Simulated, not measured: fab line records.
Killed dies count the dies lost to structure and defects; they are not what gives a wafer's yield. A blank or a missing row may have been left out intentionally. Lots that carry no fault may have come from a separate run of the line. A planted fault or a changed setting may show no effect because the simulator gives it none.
Struck lot and sound lot, side by side	flow n5Finfet	37 steps out of a route of 1938
Sound: wafers L551.3, L551.4, L551.5. Struck: wafer L564.3. (L564.4 of the same lot was not struck and is left out.) The cause comes at the end.
At each step with rows: each side's tool, then ch and its chambers, then its first start. Under that, the readings that differ: sound wafers	struck wafers	difference of the means	sigmas: that difference in standard deviations of wafers without a fault.
alike: words and numbers the same on both sides, and readings whose means are apart by under 2 such deviations; not compared: readings that were withheld, readings missing a value for some wafer, numbers with overlapping values and no deviation given by the record, and bounds like >300 which may hide the same value.
A row with sigmas, a row that says differs or no value, or rows on one side alone: a step with any of these is where the two part. When numbers do not overlap yet have no deviation, they are printed without sigmas and do not part them. Lack of a reading on every wafer of one side parts them only where that side has two or more wafers.

first, 11 steps without rows for these wafers: N5_MOL_CONTACT_COAG_VIA_ETCH_117 (etches SiO2 in C4F6/O2, target depth 40 nm, overetch 8 nm, time 26 s); N5_MOL_CONTACT_COAG_ETCH_124 (etches SiNx in CH3F/O2, stops on SiOC, target depth 6.5 nm); N5_MOL_CONTACT_COAG_ETCH_48 (etches SiOC in C4F6/O2, target depth 15 nm, overetch 4.5 nm, time 17 s); N5_MOL_CONTACT_COAG_STRIP_72 (strips in N2/H2); N5_MOL_CONTACT_COAG_STRIP_49 (strips in N2/H2, time 30 s); N5_MOL_CONTACT_COAG_PRECLEAN_138 (cleans in alkaline clean, time 60 s); N5_MOL_CONTACT_COAG_SRD_139 (time 30 s); N5_MOL_CONTACT_COAG_PRE_CLEAN_121; N5_MOL_CONTACT_COAG_CVD_140 (deposits W, target thk 66.5 nm, time 215 s); N5_MOL_CONTACT_COAG_PRECLEAN_127 (cleans in DIW, time 57.5 s); N5_MOL_CONTACT_COAG_SRD_128 (dry time 32 s).
N5_MOL_CONTACT_COAG_CMP_52: polishes, stops on SiO2, t overpolish 1.5 s, target thk 66.5 nm.
  sound on cmp-03 ch 1,2,3, day 6 17:41; struck on cmp-03 ch 3, day 10 10:08
reading	sound	struck	difference	sigmas
overpolishRunS (s)	1.512 1.496 1.505	0.044	-1.460	-99 or more
timeToEndpointS (s)	11.4 14.7 11.1	26.0	+13.6	+7
  alike: motorCurrentA
then, 1 step without rows for these wafers: N5_MOL_CONTACT_COAG_ANNEAL_112 (time 1800 s).
N5_MOL_CONTACT_COAG_INSPECT_97: inspects for defects (darkfield).
  sound on defectInspect-01 at day 6 21:02; struck on defectInspect-02 at day 10 13:31
reading	sound	struck	difference	sigmas
rawDefectCount	69 90 36	919	+854	+53
then, 21 steps without rows for these wafers: N5_BEOL_M0_SAQP_PECVD_00 (deposits SiCN from 3MS/NH3, target thk 8 nm, time 14 s); N5_BEOL_M0_SAQP_ILD_DEP_01 (deposits SiOC from DEMS/O2, target thk 45.419 nm, time 8.7 s); N5_BEOL_M0_SAQP_HM_DEP_02 (deposits TiN, target thk 12 nm); N5_BEOL_M0_SAQP_PECVD_03 (deposits SiCN from 3MS/NH3, target thk 12 nm, time 21.1 s); N5_BEOL_M0_SAQP_PECVD_96 (deposits a-Si from SiH4/He, target thk 45 nm, time 45.2 s); N5_BEOL_M0_SAQP_PECVD_97 (deposits SiNx from SiH4/NH3/N2, target thk 23 nm, time 19.9 s); N5_BEOL_M0_SAQP_PECVD_04 (deposits a-Si from SiH4/He, target thk 60 nm, time 60.2 s); N5_BEOL_M0_SAQP_HM_DEP_111 (deposits SiO2 from SiH4/N2O, target thk 12 nm, time 7.2 s); N5_BEOL_M0_SAQP_COAT_81 (time 60 s, resist thk 100 nm); N5_BEOL_M0_SAQP_COAT_82 (time 60 s, resist thk 30 nm); N5_BEOL_M0_SAQP_COAT_08 (resist thk 90 nm); N5_BEOL_M0_SAQP_EBR_10; N5_BEOL_M0_SAQP_SOFTBAKE_09 (time 60 s); N5_BEOL_M0_SAQP_EXPOSE_11 (exposes mask M0 CORE, target cd 42 nm); N5_BEOL_M0_SAQP_PEB_12 (peb time 60 s); N5_BEOL_M0_SAQP_DEVELOP_13 (develop time 30 s); N5_BEOL_M0_SAQP_DESCUM_19 (chemistry O2, time 7.9 s); N5_BEOL_M0_SAQP_ETCH_83 (etches SiARC in CF4, target depth 39 nm, time 65 s); N5_BEOL_M0_SAQP_ETCH_84 (etches SOC in N2/H2, target depth 100 nm, overetch 20 nm, time 150 s); N5_BEOL_M0_SAQP_STRIP_80 (strips in N2/H2); N5_BEOL_M0_SAQP_HM_OPEN_112 (chemistry CHF3/O2, target SiO2, stops on a-Si, target depth 12 nm, time 13.5 s).
N5_BEOL_M4_RC_MEAS_101:
  the record has rows for the sound wafers here (prober-01 ch 0, day 9 11:58) and none for the struck ones
-- record jumps: 7 days separate the struck wafers' starts on either side; left off in module BEOL_M4, taken up again in module PASSIVATION, whose first shown step is the route's number 1936 --
N5_PASSIVATION_PROBE_49:
  the record has rows for the struck wafers here (prober-01, day 17 09:40) and none for the sound ones

== WHERE THEY PART ==
At N5_MOL_CONTACT_COAG_CMP_52 first; at N5_PASSIVATION_PROBE_49 last (within this record only).

WHY: what the simulator had put in
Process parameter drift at N5_MOL_CONTACT_COAG_CMP_52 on cmp-03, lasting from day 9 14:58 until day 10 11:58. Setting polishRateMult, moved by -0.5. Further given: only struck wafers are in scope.
